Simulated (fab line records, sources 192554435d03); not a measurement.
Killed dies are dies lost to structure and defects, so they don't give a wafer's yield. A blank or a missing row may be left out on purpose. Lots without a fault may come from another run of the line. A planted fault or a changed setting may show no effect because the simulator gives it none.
A struck lot beside a sound one | flow n5_finfet | 15 steps out of a route of 1938
Sound: wafers L992.1, L992.5, L992.6. Struck: wafers L990.2, L990.4, L990.6. The cause comes at the end.
At each step with rows: each side's tool, then ch and its chambers, then its first start. Under that, the readings that differ: sound wafers | struck wafers | difference of the means | sigmas: that difference in standard deviations of wafers without a fault.
alike: readings whose means differ by less than 2 such deviations, and words and numbers that are the same on both sides. not compared: withheld readings, readings that some wafer has no value for, bounds like >300 that may hide the same value, and numbers for which the record gives no deviation and whose values overlap.
The two part at a step that has a row with sigmas, a row that says differs or no value, or rows on one side only. Numbers that don't overlap but have no deviation are shown without sigmas and don't part them. A reading that every wafer of one side lacks parts them only if that side has two wafers or more.

N5_BEOL_M7_TRENCH_ETCH_37: etches SiCOH lowk in C4F6/O2, target depth 93.478 nm, time 31.2 s.
  sound on rie_diel-02 ch 0,1,2; struck on rie_diel-02 ch 1,2
  alike: chamber_pressure_mTorr, drypump_motor_current_A, oes_product_au, rf_fwd_power_W, rf_vpp_V, showerhead_plenum_p_Torr, throttle_valve_pct
  not compared: rf_hours_counter_h
N5_BEOL_M7_ETCH_41: etches SiCN in CH3F/O2, target depth 31.9 nm, time 57.8 s.
  sound on rie_diel-02 ch 0,1,2; struck on rie_diel-02 ch 1,2
  alike: chamber_pressure_mTorr, drypump_motor_current_A, oes_product_au, rf_fwd_power_W, rf_vpp_V, showerhead_plenum_p_Torr, throttle_valve_pct
  not compared: rf_hours_counter_h
then, 1 step without rows for these wafers: N5_BEOL_M7_STRIP_80 (strips in N2/H2, time 10 s).
N5_BEOL_M7_OCD_MEAS_38:
  sound on ocd-02, day 13 09:58; struck on ocd-02, day 12 20:11
  alike: trench_depth_nm
then, 4 steps without rows for these wafers: N5_BEOL_M7_HM_STRIP_39 (strips TiN in peroxide tin strip, target depth 25 nm, time 158 s); N5_BEOL_M7_SRD_40 (time 30 s); N5_BEOL_M7_PRECLEAN_42 (cleans in residue remover, time 60 s); N5_BEOL_M7_SRD_43 (time 30 s).
N5_BEOL_M7_CD_MEAS_35: target cd 40 nm.
  sound on cd_sem-03, day 13 10:07; struck on cd_sem-01, day 12 20:20
  reading    | sound          | struck         | difference | sigmas
  cd_nm (nm) | 41.0 40.3 40.7 | 39.5 39.2 39.9 | -1.1       | -2
then, 1 step without rows for these wafers: N5_BEOL_M7_CURE_75 (cures SiCOH lowk, time 120 s).
N5_BEOL_M7_DEGAS_44: time 60 s.
  sound on pvd_sputter-02, day 13 10:32; struck on pvd_sputter-03, day 12 20:47
  alike: heater_power_w
N5_BEOL_M7_PRE_CLEAN_45: time 30 s.
  sound on pvd_sputter-02, day 13 10:35; struck on pvd_sputter-03, day 12 20:49
  alike: heater_power_w
N5_BEOL_M7_ALD_77: deposits TaN, target thk 2 nm, pulse time 2 s, purge time 3 s.
  sound on ald_metal-01 ch 0,1,2, day 13 10:39; struck on ald_metal-04 ch 1,2,3, day 12 20:54
  reading    | sound    | struck   | difference | sigmas
  ald_cycles | 40 40 40 | 42 42 42 | +2         |
  alike: heater_power_w, precursor_vessel_carrier_sccm
N5_BEOL_M7_SURFACE_TREAT_79:
  sound on pvd_sputter-02, day 13 10:56; struck on pvd_sputter-01, day 12 21:12
  not compared: pressure_mtorr, throttle_valve_pct
-- the record jumps here: 3 days lie between the struck wafers' starts before and after (it left off in module BEOL_M7 and takes up again in module PASSIVATION, whose first step shown is number 1936 of the route) --
N5_PASSIVATION_PROBE_49:
  sound on prober-02, day 16 14:44; struck on prober-02, day 15 19:48
  alike: defect_limited_yield, killed_at_M0_to_M3, killed_at_M4_up, killed_at_contacts, killed_at_front_end, killed_at_other, killed_dies, killed_open, killed_short, sort_bin_5_function, sort_bin_6_memory, sort_n_pass, sort_yield_pct

WHERE THEY PART
Only at N5_BEOL_M7_CD_MEAS_35, within this record. Later steps at which nothing parts them and some readings are alike: N5_BEOL_M7_DEGAS_44, N5_BEOL_M7_PRE_CLEAN_45, N5_BEOL_M7_ALD_77, N5_PASSIVATION_PROBE_49.

WHY: what the simulator had put in
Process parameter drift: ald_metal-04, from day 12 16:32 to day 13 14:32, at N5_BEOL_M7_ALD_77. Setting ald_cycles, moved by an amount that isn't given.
